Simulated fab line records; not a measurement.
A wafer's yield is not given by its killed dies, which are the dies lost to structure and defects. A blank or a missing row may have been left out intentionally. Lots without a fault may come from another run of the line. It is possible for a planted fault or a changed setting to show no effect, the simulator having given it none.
Struck lot and sound lot, side by side    flow nand-harc    16 out of 1302 route steps
Sound: these wafers, L799.1, L799.2, L799.6. Wafers L803.1, L803.2, L803.5 were the ones struck. Last of all comes the cause.
At each step with rows: each side's tool, then ch and its chambers, then its first start. Under that, the readings that differ: sound wafers    struck wafers    difference of the means    sigmas: that difference in standard deviations of wafers without a fault.
alike: a reading whose means differ by less than 2 such deviations, as well as words and numbers matching on both sides. not compared: withheld readings; readings where some wafer has no value; bounds like >300 that might hide an equal value; numbers whose values overlap and for which the record gives no deviation.
The two part at a step that has a row with sigmas, a row that says differs or no value, or rows on one side only. Numbers that don't overlap but have no deviation are shown without sigmas and don't part them. A reading that every wafer of one side lacks parts them only if that side has two wafers or more.

NHARC_P_M2_INSPECT_11:
  struck on defect-inspect-01, day 12 11:06; sound on defect-inspect-02, day 10 20:32
  alike: raw-defect-count
NHARC_P_M2_DESCUM_14: chemistry O2, time 3 s.
  sound on rie-diel-13 ch 1,2, day 10 20:36; struck on rie-diel-01 ch 1,2,3, day 12 11:11
  alike: drypump-motor-current-A, o2-flow-sccm, oes-product-au, rf-vpp-V, showerhead-plenum-p-Torr, throttle-valve-pct
  not compared: rf-hours-counter-h
then, 2 steps without rows for these wafers: NHARC_P_M2_ETCH_35 (etches the open film in N2/H2, target depth 40 nm, overetch 12 nm, time 43.94 s); NHARC_P_M2_ETCH_15 (etches the open film in C4F8/Ar, target depth 182.5 nm, time 91.2 s).
NHARC_P_M2_CD_MEAS_16:
  struck on cd-sem-03, day 12 11:28; sound on cd-sem-03, day 10 20:56
  alike: cd-nm
then, 1 step without rows for these wafers: NHARC_P_M2_STRIP_18 (strips in N2/H2).
NHARC_P_M2_ETCH_28: etches the open film in CF4/N2, target depth 30 nm, time 72.99 s.
  sound on rie-diel-13 ch 2,3; struck on rie-diel-05 ch 0,1
  alike: drypump-motor-current-A, oes-product-au, rf-vpp-V, showerhead-plenum-p-Torr, throttle-valve-pct
  not compared: rf-hours-counter-h
then, 1 step without rows for these wafers: NHARC_P_M2_STRIP_19 (strips in post etch residue remover, time 600 s).
NHARC_P_M2_DEGAS_29: time 60 s.
  struck on pvd-sputter-03, day 12 12:11; sound on pvd-sputter-03, day 10 21:43
  alike: heater-power-w
NHARC_P_M2_PRE_CLEAN_30: time 30 s.
  sound on pvd-sputter-03; struck on pvd-sputter-03
  alike: heater-power-w
then, 1 step without rows for these wafers: NHARC_P_M2_PVD_20 (deposits TaN, target thk 5 nm, time 8.06 s).
NHARC_P_M2_PVD_21: deposits Cu, target thk 30 nm, time 20.49 s.
  sound on pvd-sputter-03; struck on pvd-sputter-03
  alike: throttle-valve-pct
NHARC_P_M2_ECD_22: material Cu, target thk 400 nm.
  sound on ecd-cu-02 ch 0,1, day 10 22:05; struck on ecd-cu-01 ch 0,1, day 12 12:32
then, 1 step without rows for these wafers: NHARC_P_M2_ANNEAL_31 (time 90 s).
NHARC_P_M2_CMP_23: polishes, t overpolish 20 s, target thk 144.3 nm.
  sound on cmp-04 ch 0,2,3, day 10 22:50; struck on cmp-04 ch 0,2, day 12 13:17
reading                 sound           struck          difference  sigmas
time-to-endpoint-s (s)  32.4 31.7 29.5  44.9 47.2 47.6  +15.4       +5
  alike: motor-current-A
NHARC_P_M2_THK_MEAS_24: measures by xrf.
  struck on film-metro-02, day 12 13:35; sound on film-metro-02, day 10 23:08
  alike: thk-nm

## WHERE THEY PART
Only at NHARC_P_M2_CMP_23, within this record. Later steps at which nothing parts them and some readings are alike: NHARC_P_M2_THK_MEAS_24.

WHY: the cause the simulator had injected
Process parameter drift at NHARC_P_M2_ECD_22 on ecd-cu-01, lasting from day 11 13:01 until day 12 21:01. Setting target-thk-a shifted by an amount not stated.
